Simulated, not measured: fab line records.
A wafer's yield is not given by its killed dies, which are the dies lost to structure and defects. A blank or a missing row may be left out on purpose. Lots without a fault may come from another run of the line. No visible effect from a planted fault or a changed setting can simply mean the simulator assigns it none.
One fault seen from 2 desks ; flow n5-finfet ; every desk sees just its own numbers, and what lay behind them comes last

AT THE TOOL OWNER'S DESK: litho-track-03
The tool's own readings at N5_BEOL_M3_COAT_61 (time 60 s, resist thk 60 nm): means of the sampled wafers that have a number, for each lot that ran on this tool. If a lot's mean is further than 4 standard deviations from the usual mean, the lot is out of limits and carries the mark OUT (the distance appears in the brackets).
Columns: A = spin-speed-rpm at N5_BEOL_M3_COAT_61, usual 1499.8 rpm
lot;first seen here;A
L486;day 9 18:05;1499.9
L487;day 9 19:52;1499.6
L494;day 11 01:46;1565.0 (+77) OUT
L495;day 11 11:41;1566.6 (+79) OUT
L505;day 13 22:06;1499.9
This desk finds L494, L495 out of limits, L494 being first, at day 11 01:46 (spin-speed-rpm at N5_BEOL_M3_COAT_61). L486, L487, L505: within limits.

METROLOGY DESK
What the gauges read for every lot (on any tool): the sampled wafers with a number, averaged. If a lot's mean is further than 4 standard deviations from the usual mean, the lot is out of limits and carries the mark OUT (the distance appears in the brackets). It has 10 readings; the 7 that lie furthest out on some lot are the ones shown.
Columns: A = DIBL_N at N5_BEOL_M4_RC_MEAS_101, usual 36.0 mV/V; B = DIBL_P at N5_BEOL_M4_RC_MEAS_101, usual 36.2 mV/V; C = IOFF_N at N5_BEOL_M4_RC_MEAS_101, usual 0.155 nA/um; D = ION_N at N5_BEOL_M4_RC_MEAS_101, usual 674 uA/um; E = ION_P at N5_BEOL_M4_RC_MEAS_101, usual 463 uA/um; F = VT_N at N5_BEOL_M4_RC_MEAS_101, usual 250.0 mV; G = VT_P at N5_BEOL_M4_RC_MEAS_101, usual -251 mV
lot;first seen here;A;B;C;D;E;F;G
L486;day 11 12:30;36.0;34.4;0.144;673;465;250.1;-251
L487;day 11 18:32;36.0;37.2;0.162;683;471;249.0;-249
L493;day 12 17:15;37.8;39.4;0.200;685;466;245.1;-250
L494;day 13 01:10;35.0;36.2;0.159;679;465;250.1;-250
L495;day 13 07:53;33.6;34.0;0.138;668;458;249.5;-251
L496;day 14 03:13;36.1;36.7;0.175;682;472;247.2;-246
L488;day 15 11:17;35.6;36.5;0.150;666;454;251.0;-253
L506;day 15 11:43;34.9;34.6;0.125;669;464;253.6;-250
L505;day 15 22:30;34.0;33.7;0.124;657;451;254.6;-256
L503;day 16 09:26;35.3;36.1;0.151;673;464;249.2;-252
L504;day 16 13:35;35.1;33.5;0.125;668;457;254.5;-253
This desk's verdict: no lot among the 11 shows anything out of limits.

PUT TOGETHER
An alarm could have come from the tool owner's desk at day 11 01:46, on L494, L495.
Nothing out of limits was seen by the metrology desk.
The metrology desk holds a record of L494, L495, inside its limits.
Of the lots named, all ran N5_BEOL_M3_COAT_61 on litho-track-03.

WHAT WAS PUT IN BY THE SIMULATOR
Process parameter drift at N5_BEOL_M3_COAT_61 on litho-track-03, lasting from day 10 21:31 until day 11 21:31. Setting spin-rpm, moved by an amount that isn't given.
Struck lots among those shown: L494, L495.
Time in hours from fault onset to the first out-of-limits reading at each desk: the tool owner's desk, 4.
